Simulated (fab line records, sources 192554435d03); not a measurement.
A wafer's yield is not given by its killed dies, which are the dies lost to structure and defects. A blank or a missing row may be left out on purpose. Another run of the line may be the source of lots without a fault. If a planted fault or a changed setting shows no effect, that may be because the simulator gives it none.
fab line records	flow n5Finfet
record lots=6	wafers=17	lastDay=17
route steps=1938 shown TV_OPEN@1889 PAD_METAL@1893 PASSIVATION@1897
lots that met no fault: from a run of the same line without faults
startH: the number of hours between the record's first day and the start of the first shown wafer of the lot	waitH: hours since the lot's step before	" same as the row above	L1.1+2: several wafers, shown together as one row	- no value present, or no start provided	* or withheld: withheld	< > ~ a bound
route shown NAME@n: NAME is a module with steps in the file, n the number in the route of the first one	usual: average and standard deviation across the fault-free wafers	same: alike in all rows	chamber/n: place in a boat	sites: per-site readings	_std_site: standard deviation across them	_edge_site: outer sites' mean less inner sites'	radiusMm: how far each site lies from the wafer's centre	mask NAME#n: copy n	behind: the most recent tool/chamber to have shaped the wafer	hold: the reason the lot was held/the length of the hold in hours/how it ended	device: names the non-switching transistor (n, p or np)	end of line: tests run on the same wafers once the route is complete	step lacking rows: just its recipe	killed: dies lost to structure and defects at the first sort, not the wafer's yield	map: a wafer's dies, marking killed ones x, the rest . and places with no die _
set.NAME: the setting that was run; set.NAME@STEP: the one run at that earlier step	model.NAME: the simulator's own value behind a step, which no gauge read
lots seen at some steps along the route; tables by step, rows by wafer
services: a tool's chamber out of use, with start hour (startH, from the record's first day; less than 0 if before it), hours out, and reason
## steps
# step N5_PASSIVATION_STRIP_14
# recipe chemistry=O2	powerW=600	tempC=60	pressureMtorr=30	rfFrequencyHz=6e+07	biasPowerW=0	overashFraction=0.5	o2FlowSccm=225
# usual drypumpMotorCurrentA=5.6/0.41	oesProductAu=0.78/0.092	rfVppV=3.6/0.89	showerheadPlenumPTorr=2.08/0.082	throttleValvePct=16.80/0.21
lot.wafer	tool	chamber	startH	waitH	drypumpMotorCurrentA	oesProductAu	rfHoursCounterH	rfVppV	showerheadPlenumPTorr	throttleValvePct
L332.2	rieDiel-03	3	297.37	0.1	5.2	0.73	190	3.3	1.99	16.85
L332.4	"	2	"	"	5.8	0.89	37	4.9	2.05	16.86
L335.2	rieDiel-03	1	317.50	0.1	5.1	0.94	16	4.8	2.04	16.66
L335.3	"	0	"	"	5.4	0.69	234	4.0	2.18	17.16
L335.4	"	0	"	"	5.4	0.70	-	3.8	2.18	17.20
L336.2	rieDiel-01	3	329.08	0.1	6.1	0.68	245	5.2	1.99	17.38
L336.3	"	2	"	"	6.1	0.71	202	3.1	2.17	16.58
L336.4	"	0	"	"	6.4	0.69	220	3.7	2.08	16.67
L350.3	rieDiel-03	0	398.61	0.1	5.4	0.97	4	4.5	2.17	16.82
L350.4	"	2	"	"	5.9	0.85	66	5.2	2.04	16.90
L350.5	"	1	"	"	5.1	0.88	-	2.9	2.03	16.74
L347.1	rieDiel-02	1	401.08	0.1	5.6	0.72	207	3.5	1.99	17.08
L347.2	"	3	"	"	5.4	0.77	138	4.1	2.12	16.69
L347.6	"	1	"	"	5.6	0.74	-	2.9	1.99	17.06
L349.3	rieDiel-03	3	412.88	0.1	5.2	0.68	227	2.5	1.98	16.94
L349.4	"	1	"	"	5.1	0.87	48	2.8	2.03	16.77
L349.6	"	1	"	"	5.1	0.87	-	3.5	2.03	16.74
# step N5_PASSIVATION_ETCH_15
# recipe chemistry=CF4/N2	target=SiCN	targetDepthA=750	taperDeg=2	timeS=81.2	ionEnergyEv=150	maskMaterial=SiNx	pressureMtorr=40	sourceW=430	biasW=70	Ar_flow_sccm=100	cf4FlowSccm=60	n2FlowSccm=60
# usual drypumpMotorCurrentA=5.6/0.41	oesProductAu=0.78/0.097	rfVppV=381.8/2.1	showerheadPlenumPTorr=2.18/0.077	throttleValvePct=15.55/0.21
lot.wafer	tool	chamber	startH	waitH	drypumpMotorCurrentA	oesProductAu	rfHoursCounterH	rfVppV	showerheadPlenumPTorr	throttleValvePct
L332.2	rieDiel-03	3	-	-	5.2	0.71	190	379.0	2.11	15.69
L332.4	"	2	"	"	5.8	0.92	37	380.5	2.14	15.52
L335.2	rieDiel-03	1	-	-	5.1	0.93	16	382.6	2.17	15.50
L335.3	"	0	"	"	5.4	0.71	234	383.2	2.28	15.91
L335.4	"	0	"	"	5.3	0.71	-	383.5	2.28	15.92
L336.2	rieDiel-01	3	-	-	6.1	0.71	245	378.9	2.08	16.01
L336.3	"	2	"	"	6.1	0.71	202	383.5	2.27	15.31
L336.4	"	0	"	"	6.4	0.71	220	381.5	2.16	15.35
L350.3	rieDiel-03	0	-	-	5.4	0.97	4	383.3	2.27	15.47
L350.4	"	2	"	"	5.8	0.87	66	380.9	2.13	15.57
L350.5	"	1	"	"	5.1	0.87	-	380.8	2.16	15.56
L347.1	rieDiel-02	1	-	-	5.6	0.72	207	379.7	2.09	15.79
L347.2	"	3	"	"	5.4	0.77	138	383.4	2.22	15.44
L347.6	"	1	"	"	5.6	0.72	-	379.5	2.09	15.81
L349.3	rieDiel-03	3	-	-	5.2	0.68	227	379.7	2.10	15.78
L349.4	"	1	"	"	5.1	0.86	49	381.1	2.16	15.57
L349.6	"	1	"	"	5.1	0.86	-	379.7	2.16	15.57
# step N5_PASSIVATION_STRIP_73
# recipe chemistry=postEtchResidueRemover	timeS=60	tempC=25	removerPh=withheld	removerWaterWtPct=withheld	removerFluorideWtPct=withheld
# step N5_PASSIVATION_SRD_17
# recipe timeS=30	tempC=23	rinseLiquid=diw	dry=n2Spin	spinRpm=1500	dryTimeS=30
# step N5_PASSIVATION_DEGAS_18
# recipe ambient=vacuum	tempC=300	timeS=60
# step N5_PASSIVATION_PRE_CLEAN_19
# recipe gas=H2/He	timeS=*	tempC=*
# usual heaterPowerW=512/39	susceptorTempC=*
lot.wafer	tool	chamber	startH	waitH	heaterPowerW	susceptorTempC
L332.2	pvdSputter-02	-	299.17	0.0	482	*
L332.4	"	-	"	"	486	*
L335.2	pvdSputter-01	-	319.19	0.0	514	*
L335.3	"	-	"	"	566	*
L335.4	"	-	"	"	501	*
L336.2	pvdSputter-01	-	329.67	0.0	538	*
L336.3	"	-	"	"	491	*
L336.4	"	-	"	"	566	*
L350.3	pvdSputter-02	-	400.04	0.0	464	*
L350.4	"	-	"	"	485	*
L350.5	"	-	"	"	491	*
L347.1	pvdSputter-03	-	401.63	0.0	488	*
L347.2	"	-	"	"	456	*
L347.6	"	-	"	"	527	*
L349.3	pvdSputter-03	-	413.15	0.0	460	*
L349.4	"	-	"	"	536	*
L349.6	"	-	"	"	462	*
# step N5_PASSIVATION_SPUTTER_20
# recipe material=TaN	targetThkA=500	tempC=25	chamberPressurePa=0.4
# usual susceptorTempC=25.00/0.11	throttleValvePct=29.7/1.1
lot.wafer	tool	chamber	startH	waitH	susceptorTempC	throttleValvePct
L332.2	pvdSputter-02	-	299.21	0.0	24.80	30.1
L332.4	"	-	"	"	24.90	28.6
L335.2	pvdSputter-01	-	319.23	0.0	25.12	27.5
L335.3	"	-	"	"	24.71	30.8
L335.4	"	-	"	"	24.97	31.4
L336.2	pvdSputter-01	-	329.71	0.0	25.02	27.4
L336.3	"	-	"	"	24.99	31.1
L336.4	"	-	"	"	25.19	29.5
L350.3	pvdSputter-02	-	400.08	0.0	24.99	28.8
L350.4	"	-	"	"	25.05	30.2
L350.5	"	-	"	"	24.98	28.5
L347.1	pvdSputter-03	-	401.67	0.0	25.07	31.1
L347.2	"	-	"	"	24.82	30.0
L347.6	"	-	"	"	24.86	28.6
L349.3	pvdSputter-03	-	413.19	0.0	25.01	30.0
L349.4	"	-	"	"	24.98	29.7
L349.6	"	-	"	"	25.03	30.0
# step N5_PASSIVATION_AL_DEP_21
# recipe material=Al	targetThkA=28000	tempC=400	timeS=170	powerW=30000	chamberPressurePa=0.4	gas=Ar
# usual susceptorTempC=399.99/0.21	throttleValvePct=29.7/1.1
lot.wafer	tool	chamber	startH	waitH	susceptorTempC	throttleValvePct
L332.2	pvdSputter-02	-	299.31	0.1	399.99	30.6
L332.4	"	-	"	"	400.00	29.0
L335.2	pvdSputter-01	-	319.33	0.1	399.75	27.5
L335.3	"	-	"	"	399.86	30.9
L335.4	"	-	"	"	399.97	31.4
L336.2	pvdSputter-01	-	329.81	0.1	400.46	27.5
L336.3	"	-	"	"	400.01	30.9
L336.4	"	-	"	"	399.70	29.3
L350.3	pvdSputter-02	-	400.18	0.1	399.72	28.9
L350.4	"	-	"	"	399.87	30.4
L350.5	"	-	"	"	400.37	28.5
L347.1	pvdSputter-03	-	401.77	0.1	400.06	30.9
L347.2	"	-	"	"	399.91	29.9
L347.6	"	-	"	"	399.95	28.7
L349.3	pvdSputter-03	-	413.29	0.1	400.22	30.1
L349.4	"	-	"	"	399.93	29.4
L349.6	"	-	"	"	399.86	30.2
# step N5_PASSIVATION_HMDS_23
# recipe timeS=60	tempC=120
# step N5_PASSIVATION_COAT_24
# recipe spinRpm=3000	resistThkNm=withheld
# step N5_PASSIVATION_EBR_26
# recipe solvent=PGMEA	ebrWidthMm=1.5
# step N5_PASSIVATION_SOFTBAKE_25
# recipe tempC=100	timeS=90
# step N5_PASSIVATION_EXPOSE_27
# recipe maskId=PAD	na=0.55	sourceShape=conventional	sigmaOuter=0.8	polarization=unpolarized	defocusNm=0	doseMj=32.3
# usual exposureDoseMJCm2=32.30/0.03
lot.wafer	tool	chamber	startH	waitH	mask	exposureDoseMJCm2
L332.2	krfScanner-01	0	299.61	-	PAD#0	32.29
L332.4	"	0	"	"	PAD#0	32.30
L335.2	krfScanner-02	0	319.63	-	PAD#0	32.26
L335.3	"	0	"	"	PAD#0	32.30
L335.4	"	0	"	"	PAD#0	32.29
L336.2	krfScanner-02	0	330.11	-	PAD#0	32.30
L336.3	"	0	"	"	PAD#0	32.30
L336.4	"	0	"	"	PAD#0	32.29
L350.3	krfScanner-01	0	400.48	-	PAD#0	32.29
L350.4	"	0	"	"	PAD#0	32.26
L350.5	"	0	"	"	PAD#0	32.28
L347.1	krfScanner-01	0	402.07	-	PAD#0	32.27
L347.2	"	0	"	"	PAD#0	32.30
L347.6	"	0	"	"	PAD#0	32.27
L349.3	krfScanner-02	0	413.72	-	PAD#0	32.34
L349.4	"	0	"	"	PAD#0	32.28
L349.6	"	0	"	"	PAD#0	32.30
# step N5_PASSIVATION_PEB_28
# recipe pebTempC=withheld	pebTimeS=*
# step N5_PASSIVATION_DEVELOP_29
# recipe developTimeS=60	rinseLiquid=diw	dry=airSpin	devTempC=21
# step N5_PASSIVATION_HARDBAKE_31
# recipe tempC=130	timeS=120
# step N5_PASSIVATION_CD_MEAS_30
# recipe targetCdNm=4000	landingEnergyEv=500	detector=seInlens	polarity=opening
# usual cdNm=4000.8/2.4
lot.wafer	tool	chamber	startH	waitH	cdNm
L332.2	cdSem-03	0	299.78	-	4001.8
L332.4	"	0	"	"	4002.2
L335.2	cdSem-03	0	319.80	-	3998.8
L335.3	"	0	"	"	4002.5
L335.4	"	0	"	"	4039.9
L336.2	cdSem-02	0	330.28	-	4002.5
L336.3	"	0	"	"	3997.7
L336.4	"	0	"	"	4040.1
L350.3	cdSem-03	0	400.65	-	4002.4
L350.4	"	0	"	"	4000.3
L350.5	"	0	"	"	3997.5
L347.1	cdSem-01	0	402.24	-	4000.2
L347.2	"	0	"	"	4003.7
L347.6	"	0	"	"	4003.4
L349.3	cdSem-02	0	413.89	-	4002.0
L349.4	"	0	"	"	4000.4
L349.6	"	0	"	"	4002.6
# step N5_PASSIVATION_OVL_MEAS_63
# recipe pointsPerWafer=44
# usual PAD_OVL=3/5.3
lot.wafer	tool	chamber	startH	waitH	PAD_OVL[nm]
L332.2	overlay-01	0	299.81	0.0	-1
L332.4	"	0	"	"	-4
L335.2	overlay-01	0	319.83	0.0	13
L335.3	"	0	"	"	6
L335.4	"	0	"	"	4
L336.2	overlay-02	0	330.31	0.0	-1
L336.3	"	0	"	"	0
L336.4	"	0	"	"	1
L350.3	overlay-02	0	400.68	0.0	0
L350.4	"	0	"	"	12
L350.5	"	0	"	"	8
L347.1	overlay-02	0	402.27	0.0	12
L347.2	"	0	"	"	5
L347.6	"	0	"	"	10
L349.3	overlay-02	0	413.92	0.0	4
L349.4	"	0	"	"	-1
L349.6	"	0	"	"	-8
# step N5_PASSIVATION_PROBE_49
# usual defectLimitedYield=91.3/1.4	killed_at_M0_to_M3=33/9.9	killed_at_M4_up=15/5.6	killedAtContacts=13/5.7	killedAtFrontEnd=38/12	killedAtOther=4/3.1	killedDies=103/17	killedOpen=66/13	killedShort=32/7.8	sort_bin_4_leakage=0.02/0.16	sort_bin_5_function=5.1/0.95	sort_bin_6_memory=3.2/0.68	sortNPass=1077/17	sortYieldPct=91.3/1.5
# same grossDies=1180	killedAtBackSide=0	sort_bin_8_speed[%]=0
lot.wafer	tool	chamber	startH	waitH	defectLimitedYield[%]	killed_at_M0_to_M3	killed_at_M4_up	killedAtContacts	killedAtFrontEnd	killedAtOther	killedDies	killedOpen	killedShort	sort_bin_4_leakage[%]	sort_bin_5_function[%]	sort_bin_6_memory[%]	sortNPass	sortYieldPct[%]
L332.2	prober-01	-	305.38	0.1	89.8	33	12	18	49	8	120	84	35	0	6.4	3.5	1060	89.8
L332.4	prober-01	-	305.48	0.2	89.1	26	14	31	55	3	129	88	38	0	6.0	4.4	1051	89.1
L335.2	prober-01	-	324.90	0.1	91.7	31	31	8	27	1	98	70	22	0.08	4.9	2.8	1081	91.6
L335.3	prober-01	-	324.95	0.1	90.3	24	23	14	48	5	114	82	28	0	6.2	3.4	1066	90.3
L335.4	prober-01	-	325.00	0.2	93.4	16	25	8	25	4	78	47	23	0	4.1	2.4	1102	93.4
L336.2	prober-01	-	335.23	0.1	92.4	26	7	12	36	9	90	49	29	0	3.4	3.1	1090	92.4
L336.3	prober-01	-	335.28	0.1	90.9	30	23	10	37	7	107	68	36	0	5.0	3.7	1073	90.9
L336.4	prober-01	-	335.33	0.2	91.9	33	8	10	40	4	95	50	44	0	5.1	2.8	1085	91.9
L350.3	prober-02	-	406.25	0.1	93.1	25	11	15	23	7	81	60	16	0	3.8	2.7	1099	93.1
L350.4	prober-02	-	406.30	0.2	93.9	19	17	12	22	2	72	40	29	0	3.1	2.5	1108	93.9
L350.5	prober-02	-	406.35	0.2	92.8	22	13	13	36	1	85	48	33	0	4.7	2.3	1095	92.8
# killed by level:class
L332.2 MOL_CONTACT_COAG:geometricParticle:open=14 STI_FIN_REVEAL:geometricParticle:open=13 FIN_SAQP:geometricParticle:short=9 FIN_SAQP:geometricParticle:open=7 BEOL_M0_SAQP:geometricParticle:open=7 BEOL_M0_SAQP:geometricParticle:short=7 BEOL_M1:geometricParticle:open=6 BEOL_M3:geometricParticle:open=6
L332.4 MOL_CONTACT_COAG:geometricParticle:open=26 FIN_SAQP:geometricParticle:open=7 STI_FIN_REVEAL:geometricParticle:open=7 DUMMY_GATE:geometricParticle:open=7 BEOL_M0_SAQP:geometricParticle:open=6 BEOL_M1:geometricParticle:open=6 FIN_SAQP:geometricParticle:short=5 GATE_CUT:geometricParticle:short=5
L335.2 BEOL_M3:geometricParticle:open=13 BEOL_M4:geometricParticle:open=12 MOL_CONTACT_COAG:geometricParticle:open=7 BEOL_M7:geometricParticle:open=6 STI_FIN_REVEAL:geometricParticle:open=5 BEOL_M3:geometricParticle:short=5 FIN_SAQP:geometricParticle:open=4 FIN_SAQP:geometricParticle:short=4
L335.3 FIN_SAQP:geometricParticle:open=13 MOL_CONTACT_COAG:geometricParticle:open=13 FIN_SAQP:geometricParticle:short=10 BEOL_M4:geometricParticle:open=9 BEOL_M2:geometricParticle:open=7 STI_FIN_REVEAL:geometricParticle:open=6 BEOL_M3:geometricParticle:open=6 DUMMY_GATE:geometricParticle:open=5
L335.4 BEOL_M4:geometricParticle:open=10 MOL_CONTACT_COAG:geometricParticle:open=6 GATE_CUT:geometricParticle:short=5 BEOL_M2:geometricParticle:open=5 FIN_SAQP:geometricParticle:open=4 BEOL_M1:geometricParticle:open=4 ILD0:geometricParticle:open=3 BEOL_M3:geometricParticle:open=3
L336.2 MOL_CONTACT_COAG:geometricParticle:open=9 HKMG_FIN:areaEtch=7 BEOL_M0_SAQP:geometricParticle:short=6 FIN_SAQP:geometricParticle:open=5 STI_FIN_REVEAL:geometricParticle:open=5 BEOL_M1:geometricParticle:open=5 STARTING-WAFER:geometricParticle:short=4 BEOL_M2:geometricParticle:open=4
L336.3 BEOL_M4:geometricParticle:open=13 FIN_SAQP:geometricParticle:short=10 FIN_SAQP:geometricParticle:open=8 BEOL_M0_SAQP:geometricParticle:open=8 MOL_CONTACT_COAG:geometricParticle:open=7 STI_FIN_REVEAL:geometricParticle:open=6 BEOL_M0_SAQP:geometricParticle:short=5 BEOL_M1:geometricParticle:open=5
L336.4 BEOL_M1:geometricParticle:open=11 GATE_CUT:geometricParticle:short=9 FIN_SAQP:geometricParticle:short=8 BEOL_M0_SAQP:geometricParticle:short=8 MOL_CONTACT_COAG:geometricParticle:open=7 BEOL_M3:geometricParticle:open=7 STI_FIN_REVEAL:geometricParticle:open=6 STARTING-WAFER:geometricParticle:short=5
L350.3 MOL_CONTACT_COAG:geometricParticle:open=13 STI_FIN_REVEAL:geometricParticle:open=9 BEOL_M2:geometricParticle:open=9 BEOL_M4:geometricParticle:open=8 BEOL_M1:geometricParticle:open=7 MIM_TOP:geometricParticle:short=4 BEOL_M0_SAQP:geometricParticle:open=3 BEOL_M6:geometricParticle:open=3
L350.4 BEOL_M2:geometricParticle:open=7 MOL_CONTACT_COAG:geometricParticle:open=7 GATE_CUT:geometricParticle:short=6 FIN_SAQP:geometricParticle:short=5 MOL_CONTACT_COAG:geometricParticle:short=5 BEOL_M0_SAQP:geometricParticle:short=4 BEOL_M5:geometricParticle:open=4 STI_FIN_REVEAL:geometricParticle:open=3
L350.5 MOL_CONTACT_COAG:geometricParticle:open=10 FIN_SAQP:geometricParticle:open=7 STI_FIN_REVEAL:geometricParticle:open=6 BEOL_M2:geometricParticle:open=6 STARTING-WAFER:geometricParticle:short=5 FIN_SAQP:geometricParticle:short=4 BEOL_M0_SAQP:geometricParticle:short=4 BEOL_M0_SAQP:geometricParticle:open=4
## services
tool	chamber	startH	hours	kind
krfScanner-01	-	274.27	1.3	pm
krfScanner-01	-	275.57	4.4	pm
krfScanner-02	-	279.95	1.0	pm
rieDiel-02	1	285.26	2.9	repair
rieDiel-02	2	311.15	15.1	repair
rieDiel-03	2	315.58	9.5	repair
krfScanner-02	-	318.30	0.8	pm
krfScanner-02	-	320.17	0.3	repair
krfScanner-02	-	324.16	1.3	pm
krfScanner-02	-	327.39	0.8	repair
krfScanner-01	-	339.20	1.0	pm
rieDiel-01	-	347.50	0.1	repair
rieDiel-02	-	355.65	15.6	pm
rieDiel-03	0	365.55	-	clean
rieDiel-03	0	365.55	-	consumableReplace:focusRing
rieDiel-03	0	365.55	18.1	scheduledDown
rieDiel-03	0	365.55	18.1	ventCycle
krfScanner-01	-	378.25	0.8	pm
pvdSputter-02	-	379.03	2.5	repair
pvdSputter-01	-	395.83	3.8	repair
pvdSputter-03	-	397.76	2.9	repair
pvdSputter-03	-	406.22	3.1	repair
pvdSputter-01	-	409.95	9.2	repair
rieDiel-02	-	410.46	2.8	pm
## key
firstSign step=N5_PASSIVATION_CD_MEAS_30	reading=cdNm	direction=up	sigmas=17	usual=4000.8	struck=4040.0
effect none on later readings
metAt N5_PASSIVATION_EXPOSE_27
struckWafers L335.4,L336.4
fault kind=processParameterDrift	tool=krfScanner-02	chamber=-	onsetH=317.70	steps=N5_PASSIVATION_EXPOSE_27	channel=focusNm	offset=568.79	shape=step	endH=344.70	scope=struckWafersOnly
